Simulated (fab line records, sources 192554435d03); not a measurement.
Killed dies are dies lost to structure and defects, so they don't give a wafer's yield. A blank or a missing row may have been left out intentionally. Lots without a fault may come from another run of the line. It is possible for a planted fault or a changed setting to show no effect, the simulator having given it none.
Matching of chambers -- flow n5-finfet -- N5_DUMMY_GATE_ETCH_44 on rie-si-01: 4 sister chambers
The step etches poly-Si in HBr/O2, stops on SiO2, target depth 127.5 nm. 14 wafers are shown with their chamber, then 7 later ones without.

## WAFERS WITH THEIR CHAMBER
wafer,chamber,throttle-valve-pct (%),he-backside-leak-sccm (sccm),oes-product-au (a.u.)
L075.2,0,18.22,2.7,0.709
L075.4,2,18.31,2.2,0.720
L075.6,1,18.29,3.1,0.727
L080.1,3,18.27,2.6,0.695
L080.3,2,18.31,2.1,0.724
L080.6,2,18.31,2.2,0.726
L083.1,3,18.27,2.8,0.707
L083.5,3,18.26,2.7,0.714
L083.6,0,18.22,2.6,0.716
L085.1,2,18.33,2.2,0.722
L085.2,3,18.26,2.8,0.706
L085.6,2,18.30,2.3,0.714
L086.3,1,18.29,3.2,0.729
L086.4,0,18.21,2.5,0.706

SIGNATURES (averages over the wafers above)
reading,chamber 0,chamber 1,chamber 2,chamber 3,scatter within a chamber
throttle-valve-pct,18.2167,18.2900,18.3120,18.2650,0.00804
he-backside-leak-sccm,2.600,3.150,2.200,2.725,0.0851
oes-product-au,0.71033,0.72800,0.72120,0.70550,0.0057
Rule: for a wafer and a chamber, the distance is found by dividing, reading by reading, the gap between the wafer's reading and the chamber's mean by the reading's scatter, squaring, summing and taking the root. If the next closest chamber is less than 2 further off than the closest, the wafer can't be placed; otherwise it belongs to the closest. How the scatter is found: for the shown wafers, subtract from each reading the mean of its chamber, square and add these, divide the total by (wafers less chambers), then take the root.

## WAFERS MISSING THEIR CHAMBER
wafer,throttle-valve-pct (%),he-backside-leak-sccm (sccm),oes-product-au (a.u.)
L086.5,18.30,3.2,0.720
L087.3,18.31,2.2,0.710
L087.5,18.31,3.1,0.721
L087.6,18.32,2.0,0.712
L095.2,18.30,3.1,0.723
L095.3,18.32,2.4,0.713
L095.5,18.21,2.4,0.707

## EACH ONE'S CHAMBER
wafer,from the rows above,in truth
L086.5,1,1
L087.3,2,2
L087.5,1,1
L087.6,2,2
L095.2,1,1
L095.3,2,2
L095.5,0,0
Correctly placed: 7 of 7. Number that these rows cannot place: 0. Number placed wrongly: 0.
